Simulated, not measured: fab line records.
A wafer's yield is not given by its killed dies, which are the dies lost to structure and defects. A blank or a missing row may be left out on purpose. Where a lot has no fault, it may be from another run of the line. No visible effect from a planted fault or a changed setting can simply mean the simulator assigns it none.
Check for tools in common + flow nandHarc + 1 lot, 3 wafers sampled

REASON IT WAS OPENED
At NHARC_END_SORT_01 the reading killedAtPeriphery is flagged on 1 of 1 lot. No-fault wafers: 3.2, standard deviation 2.4.
Rule: a lot is flagged in two cases, either no wafer of it has a number, or all its wafers with numbers fall more than 4 standard deviations from that mean. All remaining lots are regarded as sound.

| lot  | measured     | on        | killedAtPeriphery, wafer by wafer | flag    |
|------|--------------|-----------|-----------------------------------|---------|
| L749 | day 24 19:25 | prober-01 | 657 654 652                       | FLAGGED |
The numbers of the flagged lots are 654.3 on average: +651.1 against the usual, or +99 or more standard deviations.

WHICH TOOL EACH LOT WENT THROUGH
The record holds 3 process steps before the reading, out of a route of 1159 steps. Each cell gives the tool, then ch followed by the chambers the sampled wafers passed through, then the start.
| lot  | flag    | NHARC_P_GATE_ETCH_114                     | NHARC_P_GATE_STRIP_108         | NHARC_P_GATE_EXPOSE_56          |
|------|---------|-------------------------------------------|--------------------------------|---------------------------------|
| L749 | FLAGGED | rieDiel-11 ch 0,2, day 6 23:25 or earlier | rieDiel-11 ch 1,3, day 6 23:25 | krfScanner-01 ch 0, day 7 12:46 |
What is done by these steps:
- NHARC_P_GATE_ETCH_114: etches the open film in CF4/O2, target depth 30 nm, overetch 3 nm, time 16.5 s.
- NHARC_P_GATE_STRIP_108: strips in O2.
- NHARC_P_GATE_EXPOSE_56: exposes mask P PSD, target cd 720 nm.
- NHARC_END_SORT_01

FLAGGED OVER TOTAL, TOOL BY TOOL (the gauges that took the reading come last)
| step                   | tool          | lots run | flagged | share of the flagged lots | sound lots run after its first flagged lot |
|------------------------|---------------|----------|---------|---------------------------|--------------------------------------------|
| NHARC_P_GATE_ETCH_114  | rieDiel-11    | 1        | 1       | all                       | 0                                          |
| NHARC_P_GATE_STRIP_108 | rieDiel-11    | 1        | 1       | all                       | 0                                          |
| NHARC_P_GATE_EXPOSE_56 | krfScanner-01 | 1        | 1       | all                       | 0                                          |
| NHARC_END_SORT_01      | prober-01     | 1        | 1       | all                       | 0                                          |
NHARC_P_GATE_ETCH_114 gives no start for some lots, so the hours and the order of its lots are those of NHARC_P_GATE_STRIP_108.

WHAT THE TABLE ALLOWS
4 rows of the table ran every flagged lot: rieDiel-11 at NHARC_P_GATE_ETCH_114, rieDiel-11 at NHARC_P_GATE_STRIP_108, krfScanner-01 at NHARC_P_GATE_EXPOSE_56, prober-01 at NHARC_END_SORT_01.
- rieDiel-11 at NHARC_P_GATE_ETCH_114: 1 of its 1 lot flagged. It ran no sound lot before its first flagged lot in this sample, so the start can't be narrowed down.
- rieDiel-11 at NHARC_P_GATE_STRIP_108: 1 of its 1 lot flagged. It ran no sound lot before its first flagged lot in this sample, so the start can't be narrowed down.
- krfScanner-01 at NHARC_P_GATE_EXPOSE_56: 1 of its 1 lot flagged. It ran no sound lot before its first flagged lot in this sample, so the start can't be narrowed down.
- prober-01 at NHARC_END_SORT_01: 1 of its 1 lot flagged. It ran no sound lot before its first flagged lot in this sample, so the start can't be narrowed down.
A lot count leaves these 3 tools indistinguishable: every one of them fits a fault beginning at some hour. More lots, or a look at what each step does to the wafer, might.

WHAT WAS PUT IN BY THE SIMULATOR
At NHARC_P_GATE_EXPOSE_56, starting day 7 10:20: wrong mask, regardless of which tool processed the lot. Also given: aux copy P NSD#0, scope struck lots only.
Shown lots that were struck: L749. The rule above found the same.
